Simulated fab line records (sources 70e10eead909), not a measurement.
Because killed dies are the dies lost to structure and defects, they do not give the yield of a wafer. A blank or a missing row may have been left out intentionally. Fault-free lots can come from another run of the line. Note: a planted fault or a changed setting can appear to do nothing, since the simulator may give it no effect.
Matching of chambers -- flow nandHarc -- 4 sister chambers for NHARC_A_CONTACT_DESCUM_74 on rieDiel-04
The step chemistry O2, time 3 s. 14 wafers are shown with their chamber, then 7 later ones without.

## EACH WAFER AND ITS CHAMBER
wafer,chamber,drypumpMotorCurrentA (A),showerheadPlenumPTorr (Torr),rfVppV (V)
L074.2,3,6.2,1.89,57.2
L074.3,2,5.7,1.91,59.6
L074.5,3,6.2,1.89,59.1
L078.2,1,5.4,2.04,58.1
L078.3,2,5.7,1.91,59.3
L078.6,1,5.4,2.04,58.7
L083.2,2,5.7,1.90,58.6
L083.5,2,5.7,1.90,59.2
L083.6,3,6.3,1.88,57.6
L094.1,0,5.2,1.79,55.6
L094.2,3,6.2,1.87,58.5
L094.3,1,5.4,2.02,59.1
L094.4,2,5.7,1.89,58.5
L094.5,0,5.2,1.79,57.0

SIGNATURES (averages over the wafers above)
reading,chamber 0,chamber 1,chamber 2,chamber 3,scatter within a chamber
drypumpMotorCurrentA,5.200,5.400,5.700,6.225,0.0274
showerheadPlenumPTorr,1.7900,2.0333,1.9020,1.8825,0.00906
rfVppV,56.300,58.633,59.040,58.100,0.678
Rule: for each reading, subtract the chamber's mean from the wafer's reading, divide by that reading's scatter and square the result; add these up over the readings and take the root, which gives the wafer's distance from the chamber. The wafer belongs to the nearest chamber; if the next one is less than 2 further off, it can't be placed. The scatter: take each reading less its chamber's mean, square it, sum over the shown wafers, divide by the number of wafers less the number of chambers, and take the root.

## WAFERS WITHOUT THEIR CHAMBER
wafer,drypumpMotorCurrentA (A),showerheadPlenumPTorr (Torr),rfVppV (V)
L094.6,5.4,2.02,56.3
L093.1,5.4,2.02,58.3
L093.3,5.2,1.79,56.3
L093.4,6.2,1.87,58.3
L095.4,5.4,2.02,58.2
L095.5,6.2,1.87,56.3
L095.6,5.7,1.89,57.8

## EACH ONE'S CHAMBER
wafer,from the rows above,in truth
L094.6,1,1
L093.1,1,1
L093.3,0,0
L093.4,3,3
L095.4,1,1
L095.5,3,3
L095.6,2,2
Placed correctly: 7 of 7. Not placeable from these rows: 0. Placed wrongly: 0.
